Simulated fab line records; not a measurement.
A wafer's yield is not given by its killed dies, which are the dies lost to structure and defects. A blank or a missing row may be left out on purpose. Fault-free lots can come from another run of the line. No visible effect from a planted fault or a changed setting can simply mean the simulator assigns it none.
Lot-split experiment || flow n5 finfet || route with 1938 steps; 7 lots, 21 wafers read

== SPLIT DETAILS ==
At N5_BEOL_M11_COAT_22 (resist thk 90 nm), the setting spin rpm was moved away from the recipe's 1500 rpm on 4 of the 21 wafers read, by -3.8% to +6.1%. For the rest of the wafers, this setting stayed at what the recipe calls for.

== FROM THE SPLIT TO THE READING: what the file shows between them, 6 steps ==
- N5_BEOL_M11_EBR_24
- N5_BEOL_M11_SOFTBAKE_23: time 60 s
- N5_BEOL_M11_EXPOSE_25: exposes mask V10
- N5_BEOL_M11_PEB_26: peb time 60 s
- N5_BEOL_M11_DEVELOP_27: develop time 30 s
- N5_BEOL_M11_DESCUM_33: chemistry O2, time 7.9 s

== THE READING ==
CAR-ArF_of_BEOL_M11_COAT_22.thk nm (the simulator's own value, which no gauge read), in nm, at N5_BEOL_M11_ETCH_65 (etches SiARC in CF4, target depth 39 nm, time 65 s). No usual value for it is given in the file. Across the 17 wafers here that went through the recipe, the average is 55.6 nm and the standard deviation 0.24 nm.

{"wafer": "L078.1", "tool, chamber at the split": "litho track-05, 0", "spin rpm as run, rpm": 1500, "against the recipe": "recipe", "CAR-ArF_of_BEOL_M11_COAT_22.thk nm, nm": 55.8, "against lot-mates on the recipe": "-"}
{"wafer": "L078.5", "tool, chamber at the split": "litho track-05, 0", "spin rpm as run, rpm": 1500, "against the recipe": "recipe", "CAR-ArF_of_BEOL_M11_COAT_22.thk nm, nm": 55.8, "against lot-mates on the recipe": "-"}
{"wafer": "L078.4", "tool, chamber at the split": "litho track-05, 0", "spin rpm as run, rpm": 1592, "against the recipe": "+6.1%", "CAR-ArF_of_BEOL_M11_COAT_22.thk nm, nm": 53.2, "against lot-mates on the recipe": -2.6}
{"wafer": "L085.2", "tool, chamber at the split": "litho track-05, 0", "spin rpm as run, rpm": 1500, "against the recipe": "recipe", "CAR-ArF_of_BEOL_M11_COAT_22.thk nm, nm": 56, "against lot-mates on the recipe": "-"}
{"wafer": "L085.4", "tool, chamber at the split": "litho track-05, 0", "spin rpm as run, rpm": 1500, "against the recipe": "recipe", "CAR-ArF_of_BEOL_M11_COAT_22.thk nm, nm": 55.8, "against lot-mates on the recipe": "-"}
{"wafer": "L085.6", "tool, chamber at the split": "litho track-05, 0", "spin rpm as run, rpm": 1500, "against the recipe": "recipe", "CAR-ArF_of_BEOL_M11_COAT_22.thk nm, nm": 55.8, "against lot-mates on the recipe": "-"}
{"wafer": "L086.1", "tool, chamber at the split": "litho track-05, 0", "spin rpm as run, rpm": 1500, "against the recipe": "recipe", "CAR-ArF_of_BEOL_M11_COAT_22.thk nm, nm": 55.4, "against lot-mates on the recipe": "-"}
{"wafer": "L086.3", "tool, chamber at the split": "litho track-05, 0", "spin rpm as run, rpm": 1500, "against the recipe": "recipe", "CAR-ArF_of_BEOL_M11_COAT_22.thk nm, nm": 55.2, "against lot-mates on the recipe": "-"}
{"wafer": "L086.6", "tool, chamber at the split": "litho track-05, 0", "spin rpm as run, rpm": 1447, "against the recipe": "-3.5%", "CAR-ArF_of_BEOL_M11_COAT_22.thk nm, nm": 57, "against lot-mates on the recipe": "+1.7"}
{"wafer": "L087.2", "tool, chamber at the split": "litho track-05, 0", "spin rpm as run, rpm": 1500, "against the recipe": "recipe", "CAR-ArF_of_BEOL_M11_COAT_22.thk nm, nm": 55.6, "against lot-mates on the recipe": "-"}
{"wafer": "L087.6", "tool, chamber at the split": "litho track-05, 0", "spin rpm as run, rpm": 1500, "against the recipe": "recipe", "CAR-ArF_of_BEOL_M11_COAT_22.thk nm, nm": 55.6, "against lot-mates on the recipe": "-"}
{"wafer": "L087.3", "tool, chamber at the split": "litho track-05, 0", "spin rpm as run, rpm": 1500, "against the recipe": "recipe", "CAR-ArF_of_BEOL_M11_COAT_22.thk nm, nm": 55.8, "against lot-mates on the recipe": "-"}
{"wafer": "L091.2", "tool, chamber at the split": "litho track-05, 0", "spin rpm as run, rpm": 1500, "against the recipe": "recipe", "CAR-ArF_of_BEOL_M11_COAT_22.thk nm, nm": 55.4, "against lot-mates on the recipe": "-"}
{"wafer": "L091.4", "tool, chamber at the split": "litho track-05, 0", "spin rpm as run, rpm": 1500, "against the recipe": "recipe", "CAR-ArF_of_BEOL_M11_COAT_22.thk nm, nm": 55.4, "against lot-mates on the recipe": "-"}
{"wafer": "L091.3", "tool, chamber at the split": "litho track-05, 0", "spin rpm as run, rpm": 1500, "against the recipe": "recipe", "CAR-ArF_of_BEOL_M11_COAT_22.thk nm, nm": 55.2, "against lot-mates on the recipe": "-"}
{"wafer": "L095.1", "tool, chamber at the split": "litho track-01, 0", "spin rpm as run, rpm": 1500, "against the recipe": "recipe", "CAR-ArF_of_BEOL_M11_COAT_22.thk nm, nm": 55.2, "against lot-mates on the recipe": "-"}
{"wafer": "L095.2", "tool, chamber at the split": "litho track-01, 0", "spin rpm as run, rpm": 1443, "against the recipe": "-3.8%", "CAR-ArF_of_BEOL_M11_COAT_22.thk nm, nm": 57, "against lot-mates on the recipe": "+1.8"}
{"wafer": "L095.3", "tool, chamber at the split": "litho track-01, 0", "spin rpm as run, rpm": 1443, "against the recipe": "-3.8%", "CAR-ArF_of_BEOL_M11_COAT_22.thk nm, nm": 56.8, "against lot-mates on the recipe": "+1.6"}
{"wafer": "L097.1", "tool, chamber at the split": "litho track-05, 0", "spin rpm as run, rpm": 1500, "against the recipe": "recipe", "CAR-ArF_of_BEOL_M11_COAT_22.thk nm, nm": 55.4, "against lot-mates on the recipe": "-"}
{"wafer": "L097.2", "tool, chamber at the split": "litho track-05, 0", "spin rpm as run, rpm": 1500, "against the recipe": "recipe", "CAR-ArF_of_BEOL_M11_COAT_22.thk nm, nm": 55.6, "against lot-mates on the recipe": "-"}
{"wafer": "L097.4", "tool, chamber at the split": "litho track-05, 0", "spin rpm as run, rpm": 1500, "against the recipe": "recipe", "CAR-ArF_of_BEOL_M11_COAT_22.thk nm, nm": 55.6, "against lot-mates on the recipe": "-"}

THE FIT
A straight line over all 21 wafers: CAR-ArF_of_BEOL_M11_COAT_22.thk nm changes by -0.377 nm for each +1% of spin rpm; r = -0.96; the points scatter about the line by 0.23 nm.
The same after taking each lot's own level away (the mean of its wafers on the recipe; 21 wafers): -0.441 nm for each +1%; r = -0.99; scatter 0.096 nm.
According to that fit, moving spin rpm by its largest amount changes the reading by 2.7 nm.
The lots' own levels span 55.20 to 55.87 nm, that is 2.8 times the standard deviation above.
Thus the slope moves with the lot-to-lot level: the two fits are different.
Check: -2.81 nm against its lot-mates is what the line predicts for one of the wafers moved furthest among these (+6.1%) when that wafer is left out of the fit. Against them it came out at -2.6 nm.

== THE WHOLE CHAIN: every reading that the file lists as answering this split, in the file's order ==
{"step": "N5_BEOL_M11_COAT_22", "what it does": "resist thk 90 nm", "reading": "CAR-ArF_of_BEOL_M11_COAT_22.thk nm (the simulator's own value, which no gauge read)", "change (the file's fit)": "-0.445 nm for each +1% of the setting", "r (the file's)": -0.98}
{"step": "N5_BEOL_M11_DEVELOP_27", "what it does": "develop time 30 s", "reading": "CAR-ArF_of_BEOL_M11_COAT_22.thk nm (the simulator's own value, which no gauge read)", "change (the file's fit)": "-0.431 nm for each +1% of the setting", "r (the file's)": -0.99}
{"step": "N5_BEOL_M11_ETCH_65", "what it does": "etches SiARC in CF4, target depth 39 nm, time 65 s", "reading": "CAR-ArF_of_BEOL_M11_COAT_22.thk nm (the simulator's own value, which no gauge read)", "change (the file's fit)": "-0.44 nm for each +1% of the setting", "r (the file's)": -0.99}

== THE FILE'S OWN FIT ==
CAR-ArF_of_BEOL_M11_COAT_22.thk nm changes by -0.44 nm for each +1% of spin rpm, r = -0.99.
